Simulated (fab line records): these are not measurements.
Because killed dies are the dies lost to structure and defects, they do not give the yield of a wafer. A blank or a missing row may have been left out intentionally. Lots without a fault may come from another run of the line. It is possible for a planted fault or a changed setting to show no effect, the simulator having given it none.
Which tool is to blame? / flow nand harc / Sampling: 13 lots, 37 wafers, 6 of 1302 route steps

## WHAT THE GAUGES READ, wafer by wafer
NHARC_A_M1_THK_MEAS_24: measures by xrf.
lot=L310; measured=day 22 23:12; on=film metro-02; thk nm (nm)=154.1 153.8 156.3
lot=L311; measured=day 23 23:58; on=film metro-01; thk nm (nm)=157.0 155.7 154.8
lot=L312; measured=day 24 04:53; on=film metro-02; thk nm (nm)=152.8 152.4 154.2
lot=L314; measured=day 24 16:11; on=film metro-02; thk nm (nm)=153.4 154.3 153.8
lot=L317; measured=day 26 00:58; on=film metro-01; thk nm (nm)=153.7 153.6 151.2
lot=L316; measured=day 26 01:21; on=film metro-01; thk nm (nm)=156.7 154.3 154.0
lot=L315; measured=day 26 08:16; on=film metro-01; thk nm (nm)=146.9 148.4
lot=L327; measured=day 29 15:52; on=film metro-02; thk nm (nm)=152.4 155.8 153.9
lot=L326; measured=day 30 01:40; on=film metro-02; thk nm (nm)=154.0 154.6 154.7
lot=L330; measured=day 31 18:29; on=film metro-01; thk nm (nm)=155.2 152.7 155.0
lot=L332; measured=day 31 20:09; on=film metro-02; thk nm (nm)=151.6 155.8 152.8
lot=L329; measured=day 31 22:05; on=film metro-01; thk nm (nm)=153.7 155.2 153.8
lot=L331; measured=day 32 14:14; on=film metro-02; thk nm (nm)=154.4 155.9 154.9

NHARC_END_SORT_01.
lot=L310; measured=day 24 10:16; on=prober-01; defect limited yield (%)=92 90 89; killed at array=47 62 74; killed at other=1 0 1; killed at periphery=5 6 1; killed dies=53 68 76; killed open=5 2 2; killed short=1 3 2
lot=L315; measured=day 28 04:00; on=prober-01; defect limited yield (%)=86; killed at array=91; killed at other=1; killed at periphery=3; killed dies=95; killed open=3; killed short=1
lot=L327; measured=day 31 00:34; on=prober-02; defect limited yield (%)=86 90 89; killed at array=81 64 70; killed at other=6 4 2; killed at periphery=5 2 5; killed dies=92 70 77; killed open=4 3 2; killed short=6 2 5
lot=L326; measured=day 31 11:14; on=prober-02; defect limited yield (%)=87 88 89; killed at array=82 72 68; killed at other=0 4 1; killed at periphery=3 8 5; killed dies=85 84 74; killed open=2 5 4; killed short=3 3 1
lot=L329; measured=day 33 11:43; on=prober-02; defect limited yield (%)=95 93 94; killed at array=32 45 34; killed at other=0 0 1; killed at periphery=4 4 6; killed dies=36 49 41; killed open=2 4 4; killed short=9 5 2

## TOOL THAT RAN EACH LOT (tool first, then ch and the chambers of the sampled wafers, then the start)
lot=L310; NHARC_A_M1_DESCUM_14=rie diel-11 ch 1,2,3, day 22 20:45; NHARC_A_M1_PRE_CLEAN_30=pvd sputter-01, day 22 22:53 or earlier; NHARC_A_M1_CMP_23=cmp-03 ch 0,1,3, day 22 22:53; NHARC_A_M1_DEP_33=pecvd-03 ch 0,1,2, day 22 23:31
lot=L311; NHARC_A_M1_DESCUM_14=rie diel-11 ch 2,3, day 23 21:33; NHARC_A_M1_PRE_CLEAN_30=pvd sputter-03, day 23 23:44 or earlier; NHARC_A_M1_CMP_23=cmp-04 ch 0,1,3, day 23 23:44; NHARC_A_M1_DEP_33=pecvd-04 ch 1,2, day 24 00:16
lot=L312; NHARC_A_M1_DESCUM_14=rie diel-02 ch 0,1,3, day 24 02:25; NHARC_A_M1_PRE_CLEAN_30=pvd sputter-01, day 24 04:34 or earlier; NHARC_A_M1_CMP_23=cmp-03 ch 1,3, day 24 04:34; NHARC_A_M1_DEP_33=pecvd-04 ch 0,1, day 24 05:11
lot=L314; NHARC_A_M1_DESCUM_14=rie diel-04 ch 2,3, day 24 13:31; NHARC_A_M1_PRE_CLEAN_30=pvd sputter-01, day 24 15:56 or earlier; NHARC_A_M1_CMP_23=cmp-01 ch 0,1,2, day 24 15:56; NHARC_A_M1_DEP_33=pecvd-03 ch 0,1,2, day 24 16:29
lot=L317; NHARC_A_M1_DESCUM_14=rie diel-02 ch 1,2, day 25 22:25; NHARC_A_M1_PRE_CLEAN_30=pvd sputter-01, day 26 00:39 or earlier; NHARC_A_M1_CMP_23=cmp-03 ch 0,1,2, day 26 00:39; NHARC_A_M1_DEP_33=pecvd-04 ch 0,1,2, day 26 01:16
lot=L316; NHARC_A_M1_DESCUM_14=rie diel-02 ch 2,3, day 25 22:56; NHARC_A_M1_PRE_CLEAN_30=pvd sputter-03, day 26 01:02 or earlier; NHARC_A_M1_CMP_23=cmp-03 ch 0,1, day 26 01:02; NHARC_A_M1_DEP_33=pecvd-03 ch 0,1, day 26 01:40
lot=L315; NHARC_A_M1_DESCUM_14=rie diel-11 ch 3, day 26 05:48; NHARC_A_M1_PRE_CLEAN_30=pvd sputter-02, day 26 07:57 or earlier; NHARC_A_M1_CMP_23=cmp-03 ch 2, day 26 07:57; NHARC_A_M1_DEP_33=pecvd-04 ch 0, day 26 14:38
lot=L327; NHARC_A_M1_DESCUM_14=rie diel-02 ch 1,2, day 29 13:23; NHARC_A_M1_PRE_CLEAN_30=pvd sputter-03, day 29 15:34 or earlier; NHARC_A_M1_CMP_23=cmp-03 ch 1,2,3, day 29 15:34; NHARC_A_M1_DEP_33=pecvd-03 ch 0,2, day 29 16:15
lot=L326; NHARC_A_M1_DESCUM_14=rie diel-04 ch 0,2, day 29 23:07; NHARC_A_M1_PRE_CLEAN_30=pvd sputter-01, day 30 01:20 or earlier; NHARC_A_M1_CMP_23=cmp-03 ch 0,1, day 30 01:20; NHARC_A_M1_DEP_33=pecvd-04 ch 0,1,2, day 30 01:58
lot=L330; NHARC_A_M1_DESCUM_14=rie diel-02 ch 0,1,3, day 31 16:00; NHARC_A_M1_PRE_CLEAN_30=pvd sputter-01, day 31 18:12 or earlier; NHARC_A_M1_CMP_23=cmp-03 ch 1,2,3, day 31 18:12; NHARC_A_M1_DEP_33=pecvd-02 ch 1,2, day 31 19:02
lot=L332; NHARC_A_M1_DESCUM_14=rie diel-02 ch 1,3, day 31 17:40; NHARC_A_M1_PRE_CLEAN_30=pvd sputter-02, day 31 19:50 or earlier; NHARC_A_M1_CMP_23=cmp-01 ch 1,2,3, day 31 19:50; NHARC_A_M1_DEP_33=pecvd-02 ch 0,1,2, day 31 20:32
lot=L329; NHARC_A_M1_DESCUM_14=rie diel-02 ch 0,2,3, day 31 19:40; NHARC_A_M1_PRE_CLEAN_30=pvd sputter-03, day 31 21:46 or earlier; NHARC_A_M1_CMP_23=cmp-03 ch 0,2,3, day 31 21:46; NHARC_A_M1_DEP_33=pecvd-04 ch 0,2, day 31 22:24
lot=L331; NHARC_A_M1_DESCUM_14=rie diel-11 ch 0,1,3, day 32 11:41; NHARC_A_M1_PRE_CLEAN_30=pvd sputter-01, day 32 13:59 or earlier; NHARC_A_M1_CMP_23=cmp-03 ch 1,2,3, day 32 13:59; NHARC_A_M1_DEP_33=pecvd-04 ch 0,1, day 32 14:33
- NHARC_A_M1_DESCUM_14: chemistry O2, time 3 s.
- NHARC_A_M1_PRE_CLEAN_30: time 30 s.
- NHARC_A_M1_CMP_23: polishes, t overpolish 20 s, target thk 154.34 nm.
- NHARC_A_M1_DEP_33: deposits SiCN, target thk 30 nm.

## AS READ BY THE TOOLS THEMSELVES (means over the sampled wafers that have a number; for cases with no such wafer, the mark the record gives instead)
NHARC_A_M1_DESCUM_14.
lot=L310; tool=rie diel-11; drypump motor current A (A)=5.8; oes product au (a.u.)=1.009; rf vpp V (V)=58.1; showerhead plenum p Torr (Torr)=1.90; throttle valve pct (%)=11.318
lot=L311; tool=rie diel-11; drypump motor current A (A)=5.6; oes product au (a.u.)=0.995; rf vpp V (V)=57.8; showerhead plenum p Torr (Torr)=1.87; throttle valve pct (%)=11.305
lot=L312; tool=rie diel-02; drypump motor current A (A)=5.9; oes product au (a.u.)=0.995; rf vpp V (V)=57.9; showerhead plenum p Torr (Torr)=1.93; throttle valve pct (%)=11.311
lot=L314; tool=rie diel-04; drypump motor current A (A)=5.3; oes product au (a.u.)=1.008; rf vpp V (V)=57.5; showerhead plenum p Torr (Torr)=1.98; throttle valve pct (%)=11.306
lot=L317; tool=rie diel-02; drypump motor current A (A)=5.5; oes product au (a.u.)=1.003; rf vpp V (V)=58.2; showerhead plenum p Torr (Torr)=2.00; throttle valve pct (%)=11.318
lot=L316; tool=rie diel-02; drypump motor current A (A)=5.5; oes product au (a.u.)=0.997; rf vpp V (V)=57.0; showerhead plenum p Torr (Torr)=1.97; throttle valve pct (%)=11.311
lot=L315; tool=rie diel-11; drypump motor current A (A)=5.0; oes product au (a.u.)=0.992; rf vpp V (V)=57.4; showerhead plenum p Torr (Torr)=1.80; throttle valve pct (%)=11.326
lot=L327; tool=rie diel-02; drypump motor current A (A)=5.5; oes product au (a.u.)=1.001; rf vpp V (V)=58.7; showerhead plenum p Torr (Torr)=2.00; throttle valve pct (%)=11.313
lot=L326; tool=rie diel-04; drypump motor current A (A)=6.6; oes product au (a.u.)=0.995; rf vpp V (V)=57.1; showerhead plenum p Torr (Torr)=1.82; throttle valve pct (%)=11.316
lot=L330; tool=rie diel-02; drypump motor current A (A)=5.9; oes product au (a.u.)=0.997; rf vpp V (V)=57.5; showerhead plenum p Torr (Torr)=1.93; throttle valve pct (%)=11.313
lot=L332; tool=rie diel-02; drypump motor current A (A)=5.8; oes product au (a.u.)=1.018; rf vpp V (V)=58.2; showerhead plenum p Torr (Torr)=1.99; throttle valve pct (%)=11.308
lot=L329; tool=rie diel-02; drypump motor current A (A)=5.5; oes product au (a.u.)=0.996; rf vpp V (V)=57.7; showerhead plenum p Torr (Torr)=1.91; throttle valve pct (%)=11.314
lot=L331; tool=rie diel-11; drypump motor current A (A)=5.3; oes product au (a.u.)=1.008; rf vpp V (V)=58.2; showerhead plenum p Torr (Torr)=1.84; throttle valve pct (%)=11.312

NHARC_A_M1_PRE_CLEAN_30.
lot=L310; tool=pvd sputter-01; heater power w (W)=406
lot=L311; tool=pvd sputter-03; heater power w (W)=423
lot=L312; tool=pvd sputter-01; heater power w (W)=427
lot=L314; tool=pvd sputter-01; heater power w (W)=430
lot=L317; tool=pvd sputter-01; heater power w (W)=421
lot=L316; tool=pvd sputter-03; heater power w (W)=390
lot=L315; tool=pvd sputter-02; heater power w (W)=426
lot=L327; tool=pvd sputter-03; heater power w (W)=373
lot=L326; tool=pvd sputter-01; heater power w (W)=437
lot=L330; tool=pvd sputter-01; heater power w (W)=397
lot=L332; tool=pvd sputter-02; heater power w (W)=440
lot=L329; tool=pvd sputter-03; heater power w (W)=403
lot=L331; tool=pvd sputter-01; heater power w (W)=410

NHARC_A_M1_CMP_23.
lot=L310; tool=cmp-03; motor current A (A)=11.2; time to endpoint s (s)=29.2
lot=L311; tool=cmp-04; motor current A (A)=12.8; time to endpoint s (s)=28.6
lot=L312; tool=cmp-03; motor current A (A)=11.5; time to endpoint s (s)=25.1
lot=L314; tool=cmp-01; motor current A (A)=13.1; time to endpoint s (s)=26.0
lot=L317; tool=cmp-03; motor current A (A)=11.5; time to endpoint s (s)=29.5
lot=L316; tool=cmp-03; motor current A (A)=11.8; time to endpoint s (s)=31.8
lot=L315; tool=cmp-03; motor current A (A)=10.5; time to endpoint s (s)=15.1
lot=L327; tool=cmp-03; motor current A (A)=11.1; time to endpoint s (s)=29.3
lot=L326; tool=cmp-03; motor current A (A)=12.0; time to endpoint s (s)=30.8
lot=L330; tool=cmp-03; motor current A (A)=11.2; time to endpoint s (s)=31.1
lot=L332; tool=cmp-01; motor current A (A)=12.3; time to endpoint s (s)=27.5
lot=L329; tool=cmp-03; motor current A (A)=10.8; time to endpoint s (s)=29.8
lot=L331; tool=cmp-03; motor current A (A)=11.4; time to endpoint s (s)=28.1

NHARC_A_M1_DEP_33.
lot=L310; tool=pecvd-03; heater power w (W)=541
lot=L311; tool=pecvd-04; heater power w (W)=564
lot=L312; tool=pecvd-04; heater power w (W)=611
lot=L314; tool=pecvd-03; heater power w (W)=550
lot=L317; tool=pecvd-04; heater power w (W)=573
lot=L316; tool=pecvd-03; heater power w (W)=525
lot=L315; tool=pecvd-04; heater power w (W)=507
lot=L327; tool=pecvd-03; heater power w (W)=591
lot=L326; tool=pecvd-04; heater power w (W)=555
lot=L330; tool=pecvd-02; heater power w (W)=601
lot=L332; tool=pecvd-02; heater power w (W)=640
lot=L329; tool=pecvd-04; heater power w (W)=521
lot=L331; tool=pecvd-04; heater power w (W)=568

## THE ANSWER, worked out from the rows above alone
Rule: usual is defined by the lots themselves. Put in order of their means at a reading, lots are off if they are a third of the lots or fewer, leave a main group of 4 or more, and stand apart from it by a gap of 3 or more times the standard deviation of the main group's means; of several such gaps the widest counts. A main group whose means are all the same, to the digits that the tables above print for the reading, isn't used. A lot without any number at a reading at which 4 lots or more have one is off too. Any other lot the step has rows for is counted as sound. The gauges are gone through in route order, then the tools' own readings, and for those a lot's mean is taken as printed above. The first step at which some lot is off is used, and at that step the reading that is off furthest; a lot without a number counts as furthest.
Off at NHARC_A_M1_THK_MEAS_24 (thk nm): L315. Mean 154.2 nm and standard deviation 0.83 in the main group.
A tool fits if, at a process step before that reading, it ran every lot that is off, and no sound lot after the first of them. The gauges at NHARC_A_M1_THK_MEAS_24 aren't tried: what is off there is off at NHARC_A_M1_CMP_23 too, on other tools, and a gauge's error can't cause that. NHARC_A_M1_PRE_CLEAN_30 gives no start for some lots, so the hours and the order of its lots are those of NHARC_A_M1_CMP_23. None of those tried fits.

## WHAT THE SIMULATOR HAD INSERTED
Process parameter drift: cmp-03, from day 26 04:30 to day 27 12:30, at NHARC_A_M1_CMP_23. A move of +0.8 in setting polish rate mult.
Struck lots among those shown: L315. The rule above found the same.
